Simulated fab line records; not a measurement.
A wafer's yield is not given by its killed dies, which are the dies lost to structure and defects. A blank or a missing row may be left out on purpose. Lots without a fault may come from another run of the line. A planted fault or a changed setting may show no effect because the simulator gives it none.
Which tool was responsible? -- flow n5Finfet -- 14 lots, 40 wafers sampled, at 4 steps of a route of 1938

WHAT THE GAUGES SHOWED, per wafer
The record holds no reading of a measuring or inspecting step that can be judged against a usual standard deviation.

EACH LOT AND THE TOOL THAT RAN IT (in order: tool; ch and the chambers of the sampled wafers; start)
lot,N5_BEOL_M3_PRE_CLEAN_60,N5_BEOL_M4_PEB_09,N5_BEOL_M4_ETCH_74,N5_BEOL_M4_ETCH_63
L146,"cvdCo-01 ch 0,1,2, day 8 04:47","lithoTrack-03 ch 0, day 8 07:19","rieDiel-06 ch 2,3, day 8 07:32","rieDiel-06 ch 2,3, day 8 07:34"
L148,"cvdCo-01 ch 0,1, day 9 00:40","lithoTrack-05 ch 0, day 9 01:49","rieDiel-03 ch 0,1, day 9 02:02","rieDiel-03 ch 0,1, day 9 02:03"
L149,"cvdCo-01 ch 1,2, day 9 06:12","lithoTrack-01 ch 0, day 9 07:20","rieDiel-04 ch 0,1,3, day 9 07:33","rieDiel-04 ch 0,1,3, day 9 07:34"
L152,"cvdCo-01 ch 0,1,2, day 9 17:19","lithoTrack-03 ch 0, day 9 20:53","rieDiel-06 ch 1,2,3, day 9 21:31","rieDiel-06 ch 1,2,3, day 9 21:32"
L151,"cvdCo-01 ch 1,2, day 9 22:24","lithoTrack-05 ch 0, day 9 23:30","rieDiel-03 ch 1,2, day 9 23:43","rieDiel-03 ch 1,2, day 9 23:44"
L154,"cvdCo-02 ch 1,2, day 10 09:41","lithoTrack-03, day 10 12:10","rieDiel-04 ch 0,3, day 10 12:28","rieDiel-04 ch 0,3, day 10 12:29"
L155,"cvdCo-02 ch 0,1,2, day 10 15:24","lithoTrack-01, day 10 16:21","rieDiel-06 ch 0,1,3, day 10 16:34","rieDiel-06 ch 0,1,3, day 10 16:35"
L158,"cvdCo-01 ch 0,1, day 11 15:28","lithoTrack-03 ch 0, day 11 17:08","rieDiel-06 ch 0,1, day 11 17:22","rieDiel-06 ch 0,1, day 11 17:22"
L164,"cvdCo-02 ch 0,1,2, day 12 23:59","lithoTrack-03 ch 0, day 13 02:40","rieDiel-03 ch 0,3, day 13 02:53","rieDiel-03 ch 0,3, day 13 02:55"
L166,"cvdCo-02 ch 0,1,2, day 13 04:37","lithoTrack-03 ch 0, day 13 05:32","rieDiel-03 ch 0,1,3, day 13 05:48","rieDiel-03 ch 0,1,3, day 13 05:49"
L165,"cvdCo-01 ch 0,1, day 13 08:08","lithoTrack-01 ch 0, day 13 08:56","rieDiel-06 ch 1,2,3, day 13 09:09","rieDiel-06 ch 1,2,3, day 13 09:10"
L167,"cvdCo-01 ch 0,2, day 13 09:13","lithoTrack-05 ch 0, day 13 11:15","rieDiel-03 ch 0,2,3, day 13 11:28","rieDiel-03 ch 0,2,3, day 13 11:29"
L168,"cvdCo-02 ch 0,1, day 13 14:39","lithoTrack-05 ch 0, day 13 15:56","rieDiel-03 ch 1,2, day 13 16:09","rieDiel-03 ch 1,2, day 13 16:10"
L169,"cvdCo-02 ch 0,2, day 13 21:30","lithoTrack-01 ch 0, day 14 00:05","rieDiel-04 ch 0,1, day 14 00:36","rieDiel-04 ch 0,1, day 14 00:37"
- N5_BEOL_M3_PRE_CLEAN_60: time 15 s.
- N5_BEOL_M4_PEB_09: peb time 60 s.
- N5_BEOL_M4_ETCH_74: etches underlayer in N2/H2, target depth 6.5 nm, time 5.2 s.
- N5_BEOL_M4_ETCH_63: etches SiARC in CF4, target depth 15.6 nm, time 26 s.

AS READ BY THE TOOLS THEMSELVES (means over the sampled wafers that have a number; for cases with no such wafer, the mark the record gives instead)
N5_BEOL_M3_PRE_CLEAN_60. Usual: 98 W for heaterPowerW, sd 19.
lot,tool,heaterPowerW (W),flag
L146,cvdCo-01,104,
L148,cvdCo-01,119,
L149,cvdCo-01,107,
L152,cvdCo-01,102,
L151,cvdCo-01,107,
L154,cvdCo-02,78,
L155,cvdCo-02,86,
L158,cvdCo-01,118,
L164,cvdCo-02,87,
L166,cvdCo-02,86,
L165,cvdCo-01,120,
L167,cvdCo-01,89,
L168,cvdCo-02,91,
L169,cvdCo-02,93,

N5_BEOL_M4_PEB_09. Usual: chillPlateTempC 23.02 C, standard deviation 0.1; exhaustPa 44.9 Pa, standard deviation 0.96; plateTempC 99.96 C, standard deviation 0.14.
lot,tool,chillPlateTempC (C),exhaustPa (Pa),plateTempC (C),flag
L146,lithoTrack-03,23.03,43.0,99.99,
L148,lithoTrack-05,22.94,44.1,99.82,
L149,lithoTrack-01,23.05,43.8,100.00,
L152,lithoTrack-03,23.11,44.2,99.86,
L151,lithoTrack-05,22.89,45.5,100.04,
L154,lithoTrack-03,-,-,-,OFF
L155,lithoTrack-01,-,-,-,OFF
L158,lithoTrack-03,22.92,45.1,99.99,
L164,lithoTrack-03,23.05,46.2,100.00,
L166,lithoTrack-03,23.03,44.3,99.92,
L165,lithoTrack-01,22.96,44.4,100.07,
L167,lithoTrack-05,22.97,45.3,100.13,
L168,lithoTrack-05,22.90,44.4,100.03,
L169,lithoTrack-01,23.04,44.0,99.98,

N5_BEOL_M4_ETCH_74. Usual: biasW 150.1 W, standard deviation 0.44; drypumpMotorCurrentA 5.6 A, standard deviation 0.45; etchRfOnTimeS 5.18 s, standard deviation 0.1; h2FlowSccm 200.1 sccm, standard deviation 0.57; oesProductAu 0.68 a.u., standard deviation 0.063; rfVppV 524.3 V, standard deviation 2.8; showerheadPlenumPTorr 2.55 Torr, standard deviation 0.092; throttleValvePct 17.77 %, standard deviation 0.19.
lot,tool,biasW (W),drypumpMotorCurrentA (A),etchRfOnTimeS (s),h2FlowSccm (sccm),oesProductAu (a.u.),rfVppV (V),showerheadPlenumPTorr (Torr),throttleValvePct (%),flag
L146,rieDiel-06,150.4,5.2,5.04,200.1,0.68,526.6,2.62,17.89,
L148,rieDiel-03,150.0,5.8,5.19,199.5,0.68,525.0,2.59,17.59,
L149,rieDiel-04,149.9,5.5,5.22,199.6,0.64,523.0,2.47,17.68,
L152,rieDiel-06,150.0,5.4,5.00,200.4,0.71,527.3,2.65,17.83,
L151,rieDiel-03,150.1,5.8,5.23,200.3,0.69,522.2,2.49,17.77,
L154,rieDiel-04,150.2,5.5,5.23,200.4,0.62,522.5,2.49,17.72,
L155,rieDiel-06,150.1,5.4,5.11,199.8,0.76,527.5,2.66,17.78,
L158,rieDiel-06,150.2,5.6,5.12,200.2,0.74,527.1,2.63,17.81,
L164,rieDiel-03,150.2,5.5,5.24,199.8,0.65,522.5,2.50,17.79,
L166,rieDiel-03,150.3,5.7,5.16,200.4,0.65,523.9,2.54,17.71,
L165,rieDiel-06,150.5,5.4,5.08,200.2,0.74,527.2,2.64,17.73,
L167,rieDiel-03,150.4,5.5,5.23,200.2,0.67,523.7,2.50,17.86,
L168,rieDiel-03,149.5,5.8,5.26,200.4,0.66,521.8,2.47,17.83,
L169,rieDiel-04,149.8,5.4,5.19,200.2,0.63,520.2,2.42,17.70,

N5_BEOL_M4_ETCH_63. Usual: for biasW, 36.00 W with a standard deviation of 0.11; for drypumpMotorCurrentA, 5.6 A with a standard deviation of 0.45; for etchRfOnTimeS, 26.0 s with a standard deviation of 0.52; for oesProductAu, 0.69 a.u. with a standard deviation of 0.063; for rfVppV, 184.3 V with a standard deviation of 1.3; for showerheadPlenumPTorr, 2.16 Torr with a standard deviation of 0.078; for throttleValvePct, 15.59 % with a standard deviation of 0.17.
lot,tool,biasW (W),drypumpMotorCurrentA (A),etchRfOnTimeS (s),oesProductAu (a.u.),rfVppV (V),showerheadPlenumPTorr (Torr),throttleValvePct (%),flag
L146,rieDiel-06,35.92,5.2,25.1,0.68,185.7,2.22,15.81,
L148,rieDiel-03,35.94,5.8,26.1,0.67,184.2,2.20,15.50,
L149,rieDiel-04,35.95,5.5,26.0,0.64,183.5,2.09,15.53,
L152,rieDiel-06,35.94,5.4,25.3,0.72,185.5,2.25,15.72,
L151,rieDiel-03,35.97,5.8,26.2,0.69,183.6,2.10,15.58,
L154,rieDiel-04,36.08,5.5,26.1,0.63,183.6,2.11,15.60,
L155,rieDiel-06,36.12,5.4,25.4,0.76,185.2,2.24,15.59,
L158,rieDiel-06,36.00,5.6,25.5,0.74,185.1,2.22,15.52,
L164,rieDiel-03,36.02,5.5,26.2,0.65,184.0,2.12,15.55,
L166,rieDiel-03,36.03,5.7,26.0,0.65,183.8,2.15,15.53,
L165,rieDiel-06,35.98,5.4,25.4,0.75,185.0,2.24,15.62,
L167,rieDiel-03,36.19,5.5,26.3,0.65,184.2,2.11,15.65,
L168,rieDiel-03,35.97,5.9,26.8,0.66,183.6,2.09,15.63,
L169,rieDiel-04,36.04,5.4,25.8,0.63,183.2,2.05,15.54,

THE ANSWER, worked out from the rows above alone
Rule: a lot is off if the mean of its wafers that have a number lies more than 3 standard deviations from the usual mean. Also off: a lot with no number at a reading for which 4 or more lots have one. Where the step has rows for the other lots, those lots are counted as sound. The gauges are gone through in route order, then the tools' own readings, and for those a lot's mean is taken as printed above. The first step at which some lot is off is used, and at that step the reading that is off furthest; a lot without a number counts as furthest.
Off: L154, L155 (N5_BEOL_M4_PEB_09, chillPlateTempC). Without a number there: L154, L155.
If a tool, at that step or one of the process steps before it, ran each lot that is off and ran no sound lot following the first of them, it fits. None of those tried fits.

WHAT WAS PUT IN BY THE SIMULATOR
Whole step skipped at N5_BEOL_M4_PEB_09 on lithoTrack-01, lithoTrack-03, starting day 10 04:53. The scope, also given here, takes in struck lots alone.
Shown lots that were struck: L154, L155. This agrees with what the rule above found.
